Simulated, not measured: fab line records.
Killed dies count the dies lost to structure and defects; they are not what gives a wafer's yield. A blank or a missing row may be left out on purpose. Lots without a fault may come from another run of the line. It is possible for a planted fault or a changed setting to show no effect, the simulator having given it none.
fab line records	flow n5_finfet
[record] lots = 24	wafers = 72	last_day = 18
route steps=1938 shown BEOL_M8@1394 BEOL_M9@1434 BEOL_M10@1524 BEOL_M11@1551
lots that met no fault: taken from a fault-free run of the same line
start_h: the number of hours between the record's first day and the start of the first shown wafer of the lot	wait_h: time in hours since the lot's previous step	" same as the row above	L1.1+2: a row that stands for several wafers	- no value present, or no start provided	* or withheld: withheld	< > ~ a bound
route shown NAME@n: names a module that has steps shown in the file, with the first one's number in the route	usual: the fault-free wafers' mean and standard deviation	same: alike in all rows	chamber/n: place in a boat	sites: per-site readings	_std_site: their standard deviation	_edge_site: inner sites' mean taken away from outer sites' mean	radius_mm: how far each site lies from the wafer's centre	mask NAME#n: copy n	behind: the last tool/chamber to shape the wafer	hold: the reason the lot was held/the length of the hold in hours/how it ended	device: whichever transistor did not switch (one of n, p or np)	end of line: at the end of the route, the tests of the same wafers	a step without rows: its recipe alone	killed: count of dies lost to structure and defects at first sort (not the wafer's yield)	map: the dies of a wafer, with x for killed, . for not killed, _ for no die there
set.NAME: setting as actually run; set.NAME@STEP: the setting as run at that earlier step	model.NAME: the simulator's own value behind a step, which no gauge read
a sample of lots followed through the steps of the route, with each step as a table and each wafer as a row
services: when a tool's chamber went out of use (start_h, in hours from the record's first day, below 0 if earlier), for how many hours, and the reason
[[steps]]
[step N5_BEOL_M8_ANNEAL_51]
[recipe] temp_c = 225	time_s = 90	ambient = N2
[usual] anneal_temp_c_max = 225.86/0.22	wafer_temp_C_max = 226.0/0.33
lot.wafer	tool	chamber	start_h	wait_h	anneal_temp_c_max	wafer_temp_C_max
L075.2	rtp_anneal-02	0	221.97	0.2	225.92	225.6
L075.3	"	0	"	"	225.83	225.6
L075.5	"	0	"	"	225.99	225.7
L074.2	rtp_anneal-01	0	222.43	0.1	226.30	226.4
L074.5	"	0	"	"	226.12	226.3
L074.6	"	0	"	"	226.05	226.5
L076.1	rtp_anneal-02	0	240.88	0.1	225.81	225.7
L076.2	"	0	"	"	226.01	226.0
L076.5	"	0	"	"	225.77	225.9
L077.1	rtp_anneal-02	0	243.32	0.1	226.16	225.8
L077.2	"	0	"	"	225.99	225.5
L077.5	"	0	"	"	226.03	226.0
L078.1	rtp_anneal-02	0	245.48	0.1	225.94	225.8
L078.4	"	0	"	"	225.96	225.9
L078.6	"	0	"	"	226.03	225.9
L081.2	rtp_anneal-02	0	254.12	0.1	225.72	225.8
L081.5	"	0	"	"	225.53	225.7
L081.6	"	0	"	"	225.72	225.8
L082.1	rtp_anneal-01	0	266.54	0.1	225.87	226.4
L082.5	"	0	"	"	226.05	226.6
L082.6	"	0	"	"	225.52	226.4
L080.1	rtp_anneal-01	0	268.34	0.1	225.65	226.4
L080.3	"	0	"	"	225.66	225.8
L080.4	"	0	"	"	225.52	226.2
L079.2	rtp_anneal-02	0	269.82	0.4	225.86	225.8
L079.3	"	0	"	"	225.61	226.2
L079.4	"	0	"	"	225.89	225.6
L084.1	rtp_anneal-01	0	272.10	0.1	225.79	226.3
L084.3	"	0	"	"	226.07	226.1
L084.6	"	0	"	"	226.04	226.4
L083.1	rtp_anneal-02	0	281.58	0.1	225.63	225.5
L083.3	"	0	"	"	225.79	225.5
L083.4	"	0	"	"	225.80	225.6
L086.3	rtp_anneal-01	0	285.50	0.3	225.69	226.6
L086.4	"	0	"	"	225.82	225.7
L086.5	"	0	"	"	225.68	225.9
L085.1	rtp_anneal-02	0	288.97	0.2	225.32	225.6
L085.3	"	0	"	"	225.59	226.0
L085.6	"	0	"	"	225.86	225.8
L090.2	rtp_anneal-01	0	302.04	0.3	226.05	226.2
L090.4	"	0	"	"	225.48	226.7
L090.6	"	0	"	"	225.75	226.2
L087.1	rtp_anneal-02	0	302.79	0.1	226.15	225.6
L087.4	"	0	"	"	226.08	225.7
L087.5	"	0	"	"	225.63	225.9
L088.1	rtp_anneal-01	0	308.01	0.1	225.85	226.3
L088.3	"	0	"	"	226.01	226.0
L088.6	"	0	"	"	226.07	226.5
L089.1	rtp_anneal-02	0	313.64	0.4	226.16	225.5
L089.3	"	0	"	"	226.06	226.1
L089.5	"	0	"	"	225.96	225.9
L092.4	rtp_anneal-02	0	321.90	0.4	225.27	225.9
L092.5	"	0	"	"	225.74	225.9
L092.6	"	0	"	"	225.62	226.0
L091.1	rtp_anneal-02	0	322.99	1.1	225.85	225.7
L091.5	"	0	"	"	225.60	226.1
L091.6	"	0	"	"	225.70	225.6
L093.2	rtp_anneal-01	0	325.75	0.1	226.00	226.7
L093.4	"	0	"	"	226.19	226.6
L093.5	"	0	"	"	226.32	225.9
L094.2	rtp_anneal-02	0	341.22	0.3	226.20	225.6
L094.4	"	0	"	"	225.80	225.7
L094.6	"	0	"	"	226.00	225.6
L095.1	rtp_anneal-01	0	352.88	0.1	225.92	226.2
L095.4	"	0	"	"	226.19	226.5
L095.5	"	0	"	"	225.78	226.2
L097.4	rtp_anneal-01	0	355.48	0.2	225.93	225.8
L097.5	"	0	"	"	225.80	225.8
L097.6	"	0	"	"	226.08	225.9
L096.2	rtp_anneal-01	0	355.93	0.4	225.78	226.3
L096.4	"	0	"	"	225.96	226.2
L096.6	"	0	"	"	225.72	226.2
[step N5_BEOL_M9_CD_MEAS_28]
[recipe] target_cd_nm = 70	landing_energy_ev = 500	detector = se_inlens	polarity = opening
[usual] cd_nm = 69.98/0.28
lot.wafer	tool	chamber	start_h	wait_h	cd_nm
L074.2	cd_sem-03	0	227.95	-	70.04
L074.5	"	0	"	"	70.48
L074.6	"	0	"	"	70.06
L075.2	cd_sem-01	0	228.16	-	69.78
L075.3	"	0	"	"	69.93
L075.5	"	0	"	"	70.12
L076.1	cd_sem-03	0	248.93	-	69.57
L076.2	"	0	"	"	69.86
L076.5	"	0	"	"	69.86
L077.1	cd_sem-03	0	249.10	-	69.59
L077.2	"	0	"	"	69.82
L077.5	"	0	"	"	69.30
L078.1	cd_sem-02	0	251.41	-	69.87
L078.4	"	0	"	"	69.84
L078.6	"	0	"	"	70.00
L081.2	cd_sem-01	0	259.42	-	69.96
L081.5	"	0	"	"	70.31
L081.6	"	0	"	"	70.30
L082.1	cd_sem-01	0	270.81	-	69.97
L082.5	"	0	"	"	70.27
L082.6	"	0	"	"	69.95
L080.1	cd_sem-01	0	275.90	-	69.90
L080.3	"	0	"	"	69.58
L080.4	"	0	"	"	69.77
L079.2	cd_sem-02	0	276.09	-	70.18
L079.3	"	0	"	"	69.57
L079.4	"	0	"	"	69.93
L084.1	cd_sem-02	0	279.31	-	69.91
L084.3	"	0	"	"	70.10
L084.6	"	0	"	"	70.07
L083.1	cd_sem-03	0	286.33	-	69.71
L083.3	"	0	"	"	69.84
L083.4	"	0	"	"	70.12
L086.3	cd_sem-02	0	289.16	-	69.92
L086.4	"	0	"	"	69.75
L086.5	"	0	"	"	69.73
L085.1	cd_sem-01	0	294.87	-	69.95
L085.3	"	0	"	"	70.32
L085.6	"	0	"	"	70.11
L090.2	cd_sem-03	0	305.27	-	70.41
L090.4	"	0	"	"	69.91
L090.6	"	0	"	"	70.46
L087.1	cd_sem-02	0	310.92	-	69.93
L087.4	"	0	"	"	69.73
L087.5	"	0	"	"	69.76
L088.1	cd_sem-03	0	315.06	-	69.77
L088.3	"	0	"	"	70.20
L088.6	"	0	"	"	69.71
L089.1	cd_sem-02	0	318.70	-	70.35
L089.3	"	0	"	"	70.45
L089.5	"	0	"	"	69.90
L092.4	cd_sem-01	0	330.73	-	70.21
L092.5	"	0	"	"	69.80
L092.6	"	0	"	"	69.96
L091.1	cd_sem-02	0	330.90	-	70.26
L091.5	"	0	"	"	69.61
L091.6	"	0	"	"	70.02
L093.2	cd_sem-03	0	333.71	-	70.11
L093.4	"	0	"	"	69.85
L093.5	"	0	"	"	70.01
L094.2	cd_sem-02	0	345.41	-	70.19
L094.4	"	0	"	"	69.75
L094.6	"	0	"	"	69.65
L095.1	cd_sem-01	0	359.82	-	70.36
L095.4	"	0	"	"	70.14
L095.5	"	0	"	"	70.16
L097.4	cd_sem-03	0	364.70	-	70.15
L097.5	"	0	"	"	70.34
L097.6	"	0	"	"	70.51
L096.2	cd_sem-01	0	364.89	-	70.10
L096.4	"	0	"	"	70.14
L096.6	"	0	"	"	70.20
[step N5_BEOL_M10_ALD_74]
[recipe] material = TaN	target_thk_a = 20	temp_c = 275	ald_precursor_family = PDMAT	ald_co_reactant = NH3	pressure_torr = 3	carrier_flow_sccm = 1500	pulse_time_s = 2	purge_time_s = 3	co_reactant_purge_time_s = 2	co_reactant_pulse_time_s = 3	ald_cycles = 40	precursor_vessel_temp_c = 75	precursor_vessel_pressure_torr = 26.25	precursor_vessel_carrier_sccm = 1000
[usual] chamber_pressure_Torr = 3.000/0.0064	heater_power_w = 425/45	mfc_carrier_sccm = 1500/4.7	precursor_vessel_carrier_sccm = 999.5/3	precursor_vessel_temp_c = 75.00/0.12
lot.wafer	tool	chamber	start_h	wait_h	chamber_pressure_Torr	heater_power_w	mfc_carrier_sccm	precursor_vessel_carrier_sccm	precursor_vessel_temp_c
L074.2	ald_metal-01	3	240.22	0.2	2.994	437	1506	999.3	74.97
L074.5	"	2	"	"	3.004	480	1497	1000.9	75.18
L074.6	"	1	"	"	3.005	398	1498	997.2	74.96
L075.2	ald_metal-03	1	240.30	0.0	2.999	358	1501	1000.3	75.13
L075.3	"	3	"	"	2.993	426	1504	998.9	75.13
L075.5	"	1	"	"	2.996	367	1501	996.6	75.09
L076.1	ald_metal-02	0	257.80	0.3	2.985	352	1503	1002.6	75.02
L076.2	"	3	"	"	2.995	455	1500	999.9	75.21
L076.5	"	2	"	"	2.988	486	1504	995.8	74.92
L077.1	ald_metal-01	0	260.22	0.0	3.000	388	1493	1000.4	75.05
L077.2	"	3	"	"	2.999	442	1497	994.4	75.01
L077.5	"	0	"	"	3.008	378	1501	999.4	75.05
L078.1	ald_metal-02	3	260.51	0.1	2.998	460	1502	999.5	75.14
L078.4	"	1	"	"	3.000	433	1496	1006.1	75.16
L078.6	"	0	"	"	3.001	361	1488	994.1	74.92
L081.2	ald_metal-03	3	269.16	0.0	3.004	425	1508	997.0	75.02
L081.5	"	1	"	"	2.996	375	1505	1002.3	75.06
L081.6	"	2	"	"	2.998	467	1498	1001.3	74.98
L082.1	ald_metal-02	1	280.87	0.1	2.986	431	1497	997.8	75.07
L082.5	"	2	"	"	3.004	474	1500	1002.0	74.95
L082.6	"	0	"	"	3.007	364	1503	1004.2	74.95
L079.2	ald_metal-01	3	284.33	0.0	3.007	426	1502	1000.1	75.09
L079.3	"	0	"	"	3.002	372	1513	999.8	74.90
L079.4	"	1	"	"	3.009	382	1506	997.8	75.28
L080.1	ald_metal-01	1	284.59	0.1	2.993	389	1507	999.6	74.88
L080.3	"	2	"	"	3.002	480	1500	1000.7	75.24
L080.4	"	0	"	"	2.998	374	1508	998.0	75.10
L084.1	ald_metal-02	2	288.10	0.1	3.003	475	1499	997.7	75.12
L084.3	"	0	"	"	2.994	352	1502	1005.4	75.34
L084.6	"	2	"	"	2.997	487	1501	994.8	75.01
L083.1	ald_metal-01	2	296.37	0.1	2.993	474	1499	997.2	74.77
L083.3	"	1	"	"	3.004	389	1505	995.3	74.94
L083.4	"	0	"	"	2.998	374	1493	995.3	75.05
L086.3	ald_metal-03	1	301.62	0.0	2.988	366	1500	1001.3	75.13
L086.4	"	0	"	"	3.000	477	1495	997.3	75.13
L086.5	"	2	"	"	2.996	456	1502	996.0	74.92
L085.1	ald_metal-01	2	306.14	0.0	3.002	481	1497	998.2	75.03
L085.3	"	3	"	"	3.010	428	1501	1000.6	75.04
L085.6	"	1	"	"	2.994	389	1501	998.6	74.86
L090.2	ald_metal-02	2	313.07	0.1	3.011	493	1500	999.7	74.96
L090.4	"	1	"	"	2.993	440	1506	999.4	74.95
L090.6	"	2	"	"	2.994	480	1499	996.4	74.87
L087.1	ald_metal-02	1	320.49	0.1	2.999	430	1495	1001.5	75.04
L087.4	"	1	"	"	3.000	432	1502	997.9	74.99
L087.5	"	0	"	"	3.000	366	1507	1001.1	75.07
L088.1	ald_metal-03	3	325.00	0.1	2.986	422	1504	1002.7	75.01
L088.3	"	0	"	"	3.011	475	1497	1002.3	74.97
L088.6	"	3	"	"	2.991	420	1501	1000.0	74.77
L089.1	ald_metal-02	1	331.82	0.0	3.008	428	1496	1002.5	74.83
L089.3	"	0	"	"	2.988	367	1505	1001.6	74.81
L089.5	"	0	"	"	2.990	355	1498	1002.7	74.81
L092.4	ald_metal-03	2	341.93	0.1	2.995	459	1499	999.5	74.92
L092.5	"	1	"	"	3.002	369	1494	1003.4	74.81
L092.6	"	0	"	"	3.002	477	1498	1000.2	75.03
L091.1	ald_metal-03	2	346.07	0.0	3.000	463	1504	1001.0	74.98
L091.5	"	2	"	"	3.010	445	1497	996.3	75.21
L091.6	"	1	"	"	3.000	370	1503	1001.5	75.05
L093.2	ald_metal-02	2	346.09	0.0	3.006	477	1497	1003.6	75.04
L093.4	"	0	"	"	2.991	365	1499	997.6	75.04
L093.5	"	0	"	"	2.990	359	1501	999.7	74.87
L094.2	ald_metal-02	2	358.13	0.1	3.000	495	1505	996.9	74.99
L094.4	"	1	"	"	3.011	433	1504	1001.7	75.13
L094.6	"	2	"	"	2.994	483	1493	997.1	74.85
L095.1	ald_metal-03	1	371.76	0.0	2.994	368	1498	992.5	74.99
L095.4	"	3	"	"	3.011	420	1497	1004.5	74.91
L095.5	"	1	"	"	3.005	362	1503	997.3	75.00
L097.4	ald_metal-03	0	372.11	0.0	3.007	472	1498	998.5	74.86
L097.5	"	3	"	"	3.005	421	1506	997.1	75.08
L097.6	"	2	"	"	2.997	460	1504	997.5	75.13
L096.2	ald_metal-02	2	372.24	0.0	2.997	481	1502	1003.1	75.06
L096.4	"	0	"	"	3.005	366	1510	1004.4	75.03
L096.6	"	1	"	"	3.005	431	1493	1004.0	75.02
[step N5_BEOL_M10_ANNEAL_51]
[recipe] temp_c = 225	time_s = 90	ambient = N2
[usual] anneal_temp_c_max = 225.87/0.21	wafer_temp_C_max = 226.0/0.33
lot.wafer	tool	chamber	start_h	wait_h	anneal_temp_c_max	wafer_temp_C_max
L074.2	rtp_anneal-01	0	243.54	0.2	225.60	226.5
L074.5	"	0	"	"	225.68	226.9
L074.6	"	0	"	"	225.45	226.2
L075.2	rtp_anneal-02	0	243.82	0.4	225.68	225.8
L075.3	"	0	"	"	225.93	226.1
L075.5	"	0	"	"	225.92	225.7
L076.1	rtp_anneal-02	0	260.43	0.2	225.72	225.7
L076.2	"	0	"	"	225.56	225.8
L076.5	"	0	"	"	225.72	226.0
L077.1	rtp_anneal-02	0	261.39	0.4	225.79	225.9
L077.2	"	0	"	"	225.80	226.1
L077.5	"	0	"	"	225.94	226.2
L078.1	rtp_anneal-02	0	261.66	0.4	225.89	225.4
L078.4	"	0	"	"	225.75	225.7
L078.6	"	0	"	"	226.23	225.9
L081.2	rtp_anneal-01	0	271.25	0.1	225.66	226.5
L081.5	"	0	"	"	225.94	225.9
L081.6	"	0	"	"	225.62	226.4
L082.1	rtp_anneal-01	0	281.74	0.2	225.91	226.4
L082.5	"	0	"	"	226.08	226.6
L082.6	"	0	"	"	226.05	226.4
L079.2	rtp_anneal-02	0	285.37	0.3	226.39	225.6
L079.3	"	0	"	"	226.08	225.5
L079.4	"	0	"	"	225.63	226.0
L080.1	rtp_anneal-01	0	285.68	0.1	226.03	226.7
L080.3	"	0	"	"	225.78	226.4
L080.4	"	0	"	"	225.79	226.4
L084.1	rtp_anneal-02	0	289.58	0.1	225.87	225.8
L084.3	"	0	"	"	225.76	226.1
L084.6	"	0	"	"	226.33	225.8
L083.1	rtp_anneal-02	0	297.18	0.1	225.71	226.0
L083.3	"	0	"	"	225.70	225.7
L083.4	"	0	"	"	226.16	226.0
L086.3	rtp_anneal-02	0	302.48	0.2	225.93	226.4
L086.4	"	0	"	"	226.00	226.0
L086.5	"	0	"	"	225.52	226.0
L085.1	rtp_anneal-02	0	306.93	0.1	225.68	226.2
L085.3	"	0	"	"	225.27	225.8
L085.6	"	0	"	"	225.76	226.1
L090.2	rtp_anneal-01	0	315.69	0.2	225.69	226.1
L090.4	"	0	"	"	225.97	226.0
L090.6	"	0	"	"	225.89	226.2
L087.1	rtp_anneal-01	0	321.46	0.1	225.86	226.0
L087.4	"	0	"	"	225.86	226.8
L087.5	"	0	"	"	226.08	226.4
L088.1	rtp_anneal-02	0	325.91	0.1	225.74	225.8
L088.3	"	0	"	"	226.22	226.2
L088.6	"	0	"	"	225.89	225.8
L089.1	rtp_anneal-01	0	332.96	0.3	225.74	226.4
L089.3	"	0	"	"	226.11	226.1
L089.5	"	0	"	"	226.00	226.0
L092.4	rtp_anneal-02	0	343.41	0.6	225.63	226.1
L092.5	"	0	"	"	225.77	225.8
L092.6	"	0	"	"	225.84	225.8
L091.1	rtp_anneal-01	0	346.85	0.1	225.96	226.4
L091.5	"	0	"	"	226.22	226.9
L091.6	"	0	"	"	226.16	225.9
L093.2	rtp_anneal-02	0	346.98	0.1	225.42	225.4
L093.4	"	0	"	"	226.13	225.6
L093.5	"	0	"	"	226.08	225.8
L094.2	rtp_anneal-02	0	359.63	0.1	225.87	225.7
L094.4	"	0	"	"	225.91	225.9
L094.6	"	0	"	"	225.96	225.8
L095.1	rtp_anneal-01	0	372.49	0.1	226.20	226.0
L095.4	"	0	"	"	225.67	226.0
L095.5	"	0	"	"	225.74	226.0
L097.4	rtp_anneal-02	0	374.74	0.3	225.84	225.9
L097.5	"	0	"	"	225.70	225.6
L097.6	"	0	"	"	226.20	225.8
L096.2	rtp_anneal-01	0	374.79	0.2	226.25	226.2
L096.4	"	0	"	"	225.64	226.4
L096.6	"	0	"	"	225.64	226.1
[step N5_BEOL_M11_INSPECT_13]
[recipe] mode = adi	inspect_instrument = brightfield
[usual] raw_defect_count = 345/83
lot.wafer	tool	chamber	start_h	wait_h	raw_defect_count
L074.2	defect_inspect-02	-	245.83	0.0	278
L074.5	"	-	"	"	274
L074.6	"	-	"	"	213
L075.2	defect_inspect-01	-	246.06	0.0	345
L075.3	"	-	"	"	295
L075.5	"	-	"	"	440
L077.1	defect_inspect-02	-	263.94	0.0	386
L077.2	"	-	"	"	243
L077.5	"	-	"	"	360
L076.1	defect_inspect-01	-	264.21	0.0	434
L076.2	"	-	"	"	451
L076.5	"	-	"	"	331
L078.1	defect_inspect-01	-	264.37	0.0	318
L078.4	"	-	"	"	495
L078.6	"	-	"	"	273
L081.2	defect_inspect-02	-	275.64	0.0	264
L081.5	"	-	"	"	307
L081.6	"	-	"	"	254
L082.1	defect_inspect-01	-	284.56	0.0	322
L082.5	"	-	"	"	397
L082.6	"	-	"	"	380
L079.2	defect_inspect-01	-	288.16	0.0	388
L079.3	"	-	"	"	429
L079.4	"	-	"	"	427
L080.1	defect_inspect-01	-	288.36	0.0	320
L080.3	"	-	"	"	403
L080.4	"	-	"	"	262
L084.1	defect_inspect-01	-	293.92	0.0	412
L084.3	"	-	"	"	337
L084.6	"	-	"	"	344
L083.1	defect_inspect-02	-	301.06	0.0	243
L083.3	"	-	"	"	230
L083.4	"	-	"	"	221
L086.3	defect_inspect-02	-	305.06	0.0	249
L086.4	"	-	"	"	389
L086.5	"	-	"	"	266
L085.1	defect_inspect-01	-	310.00	0.0	616
L085.3	"	-	"	"	477
L085.6	"	-	"	"	333
L090.2	defect_inspect-02	-	317.80	0.0	366
L090.4	"	-	"	"	373
L090.6	"	-	"	"	320
L087.1	defect_inspect-01	-	325.52	0.0	352
L087.4	"	-	"	"	293
L087.5	"	-	"	"	330
L088.1	defect_inspect-02	-	330.86	0.0	313
L088.3	"	-	"	"	271
L088.6	"	-	"	"	240
L089.1	defect_inspect-02	-	335.48	0.0	326
L089.3	"	-	"	"	366
L089.5	"	-	"	"	329
L092.4	defect_inspect-02	-	346.82	0.0	442
L092.5	"	-	"	"	378
L092.6	"	-	"	"	272
L091.1	defect_inspect-02	-	350.21	0.0	309
L091.5	"	-	"	"	292
L091.6	"	-	"	"	258
L093.2	defect_inspect-02	-	350.48	0.0	377
L093.4	"	-	"	"	454
L093.5	"	-	"	"	390
L094.2	defect_inspect-01	-	361.89	0.0	451
L094.4	"	-	"	"	494
L094.6	"	-	"	"	547
L095.1	defect_inspect-02	-	375.20	0.0	264
L095.4	"	-	"	"	308
L095.5	"	-	"	"	311
L097.4	defect_inspect-01	-	378.05	0.0	331
L097.5	"	-	"	"	346
L097.6	"	-	"	"	325
L096.2	defect_inspect-01	-	378.21	0.0	309
L096.4	"	-	"	"	281
L096.6	"	-	"	"	290
[step N5_BEOL_M11_ETCH_66]
[recipe] chemistry = N2/H2	target = SOC	target_depth_a = 1200	overetch_a = 240	mask_material = SiARC	temp_c = 40	time_s = 180	ion_energy_ev = 200	pressure_mtorr = 30	source_w = 840	bias_w = 150	n2_flow_sccm = 200	h2_flow_sccm = 200
[usual] drypump_motor_current_A = 5.9/0.39	h2_flow_sccm = 199.9/0.61	oes_product_au = 0.64/0.069	rf_vpp_V = 524.5/2.2	showerhead_plenum_p_Torr = 2.57/0.069	throttle_valve_pct = 17.79/0.26
lot.wafer	tool	chamber	start_h	wait_h	drypump_motor_current_A	h2_flow_sccm	oes_product_au	rf_hours_counter_h	rf_vpp_V	showerhead_plenum_p_Torr	throttle_valve_pct
L074.2	rie_diel-06	3	249.31	0.0	6.0	200.0	0.57	219	520.0	2.42	18.17
L074.5	"	3	"	"	6.0	200.3	0.57	-	520.2	2.42	18.15
L074.6	"	2	"	"	5.5	200.0	0.64	-	520.7	2.46	17.77
L075.2	rie_diel-04	3	249.73	0.0	5.3	198.7	0.59	208	526.1	2.63	18.20
L075.3	"	0	"	"	6.1	198.9	0.68	87	525.1	2.58	17.51
L075.5	"	0	"	"	6.0	199.1	0.68	-	524.6	2.58	17.53
L076.1	rie_diel-03	3	266.25	0.0	6.3	201.0	0.73	24	525.6	2.59	17.36
L076.2	"	0	"	"	6.2	200.6	0.77	5	525.6	2.61	17.81
L076.5	"	2	"	"	5.7	200.3	0.64	-	520.5	2.46	17.58
L077.1	rie_diel-04	1	266.82	0.0	6.3	199.8	0.60	170	527.6	2.63	17.71
L077.2	"	3	"	"	5.3	200.0	0.58	213	526.6	2.63	18.21
L077.5	"	1	"	"	6.3	200.0	0.60	-	527.4	2.63	17.70
L078.1	rie_diel-06	2	266.92	0.0	5.5	200.5	0.63	106	520.3	2.46	17.75
L078.4	"	1	"	"	5.3	200.1	0.59	167	523.4	2.54	17.99
L078.6	"	2	"	"	5.5	199.7	0.64	-	519.9	2.46	17.78
L081.2	rie_diel-04	3	277.11	0.0	5.4	199.9	0.58	216	525.4	2.63	18.21
L081.5	"	3	"	"	5.3	200.6	0.58	-	527.7	2.63	18.21
L081.6	"	0	"	"	6.1	200.1	0.66	-	524.8	2.58	17.51
L082.1	rie_diel-04	2	287.03	0.0	6.4	200.4	0.76	10	526.8	2.61	17.81
L082.5	"	0	"	"	6.1	200.2	0.67	-	523.5	2.58	17.51
L082.6	"	3	"	"	5.4	199.4	0.58	-	526.5	2.62	18.20
L080.1	rie_diel-03	1	289.55	0.0	5.8	199.5	0.55	232	526.1	2.63	18.09
L080.3	"	3	"	"	6.3	199.8	0.72	31	525.0	2.59	17.37
L080.4	"	2	"	"	5.7	200.0	0.64	104	521.8	2.45	17.60
L079.2	rie_diel-06	3	289.70	0.0	6.0	199.2	0.56	233	520.7	2.41	18.17
L079.3	"	2	"	"	5.5	200.8	0.63	113	521.8	2.45	17.80
L079.4	"	1	"	"	5.3	199.9	0.60	173	523.0	2.54	18.01
L084.1	rie_diel-03	3	295.04	0.0	6.3	200.7	0.71	33	526.1	2.59	17.37
L084.3	"	0	"	"	6.2	200.4	0.75	13	525.9	2.61	17.81
L084.6	"	3	"	"	6.3	200.3	0.71	-	525.8	2.59	17.38
L083.1	rie_diel-04	3	302.98	0.0	5.3	200.5	0.58	223	526.5	2.62	18.22
L083.3	"	1	"	"	6.3	199.8	0.58	180	526.8	2.63	17.72
L083.4	"	2	"	"	6.4	199.7	0.75	15	526.7	2.61	17.81
L086.3	rie_diel-03	3	306.07	0.0	6.3	200.6	0.71	36	524.7	2.59	17.37
L086.4	"	1	"	"	5.7	199.3	0.55	237	525.4	2.62	18.09
L086.5	"	1	"	"	5.7	200.0	0.55	-	524.6	2.62	18.06
L085.1	rie_diel-03	0	311.13	0.0	6.2	200.6	0.74	19	526.0	2.60	17.83
L085.3	"	3	"	"	6.3	199.3	0.70	38	524.4	2.59	17.37
L085.6	"	2	"	"	5.7	198.6	0.64	-	520.7	2.45	17.63
L090.2	rie_diel-04	3	319.41	0.0	5.3	199.2	0.58	230	526.4	2.62	18.23
L090.4	"	2	"	"	6.4	200.1	0.73	18	526.7	2.61	17.81
L090.6	"	2	"	"	6.4	199.4	0.74	-	524.5	2.61	17.81
L087.1	rie_diel-04	1	330.73	0.0	6.3	199.3	0.59	190	524.9	2.62	17.75
L087.4	"	0	"	"	6.1	200.7	0.66	113	523.8	2.57	17.54
L087.5	"	0	"	"	6.1	199.1	0.65	-	525.2	2.57	17.56
L088.1	rie_diel-03	3	333.82	0.0	6.4	200.8	0.69	43	523.9	2.59	17.38
L088.3	"	2	"	"	5.7	200.4	0.62	120	521.3	2.45	17.61
L088.6	"	2	"	"	5.7	200.5	0.63	-	521.7	2.45	17.63
L089.1	rie_diel-04	0	337.26	0.0	6.1	199.6	0.65	115	525.2	2.57	17.55
L089.3	"	1	"	"	6.3	199.5	0.58	193	526.3	2.62	17.75
L089.5	"	0	"	"	6.0	199.6	0.65	-	523.2	2.57	17.55
L092.4	rie_diel-04	1	348.87	0.0	6.3	198.9	0.57	197	526.3	2.62	17.76
L092.5	"	3	"	"	5.4	200.0	0.57	-	525.4	2.62	18.23
L092.6	"	0	"	"	6.1	199.9	0.65	-	525.6	2.57	17.55
L091.1	rie_diel-03	1	352.57	0.0	5.8	199.6	0.54	249	526.7	2.62	18.11
L091.5	"	3	"	"	6.3	199.4	0.69	-	525.0	2.58	17.39
L091.6	"	0	"	"	6.2	199.8	0.72	-	525.1	2.60	17.84
L093.2	rie_diel-03	0	353.03	0.0	6.2	199.4	0.72	34	525.4	2.60	17.85
L093.4	"	2	"	"	5.7	199.9	0.62	125	521.0	2.45	17.64
L093.5	"	2	"	"	5.7	199.9	0.63	-	521.0	2.45	17.64
L094.2	rie_diel-04	1	364.94	0.0	6.3	200.7	0.58	201	526.4	2.62	17.77
L094.4	"	3	"	"	5.4	200.1	0.57	241	526.3	2.61	18.25
L094.6	"	1	"	"	6.3	200.0	0.58	-	526.5	2.62	17.76
L095.1	rie_diel-06	0	377.25	0.0	5.4	199.6	0.55	251	522.7	2.49	18.26
L095.4	"	1	"	"	5.3	198.9	0.57	-	523.7	2.52	18.06
L095.5	"	0	"	"	5.4	198.7	0.55	-	523.5	2.49	18.27
L097.4	rie_diel-03	2	380.04	0.0	5.7	199.8	0.62	134	521.0	2.44	17.66
L097.5	"	3	"	"	6.3	198.6	0.68	-	523.1	2.58	17.41
L097.6	"	2	"	"	5.8	200.0	0.62	-	522.2	2.44	17.66
L096.2	rie_diel-06	1	380.24	0.0	5.3	201.3	0.57	203	522.7	2.52	18.07
L096.4	"	1	"	"	5.3	201.2	0.58	-	523.1	2.52	18.04
L096.6	"	3	"	"	6.0	200.2	0.79	-	528.0	2.73	17.72
[[services]]
tool	chamber	start_h	hours	kind
rie_diel-06	0	211.47	8.5	repair
ald_metal-03	2	216.14	3.1	repair
rie_diel-03	0	224.48	-	clean
rie_diel-03	0	224.48	-	consumable_replace:focus_ring
rie_diel-03	0	224.48	20.7	scheduled_down
rie_diel-03	0	224.48	20.7	vent_cycle
rie_diel-04	2	234.06	-	clean
rie_diel-04	2	234.06	-	consumable_replace:focus_ring
rie_diel-04	2	234.06	14.5	scheduled_down
rie_diel-04	2	234.06	14.5	vent_cycle
ald_metal-01	-	254.52	0.5	repair
rie_diel-03	-	272.06	0.8	repair
ald_metal-03	-	282.01	8.7	pm
rie_diel-03	3	317.24	8.8	repair
ald_metal-03	1	323.95	7.4	repair
ald_metal-02	-	330.33	1.2	repair
rie_diel-04	3	334.18	5.4	repair
ald_metal-02	1	335.24	11.9	repair
ald_metal-01	-	337.25	14.0	pm
rtp_anneal-01	-	340.42	3.1	pm
rtp_anneal-02	-	347.67	0.8	pm
rie_diel-03	1	354.41	-	clean
rie_diel-03	1	354.41	-	consumable_replace:focus_ring
rie_diel-03	1	354.41	15.8	scheduled_down
[[key]]
fault none
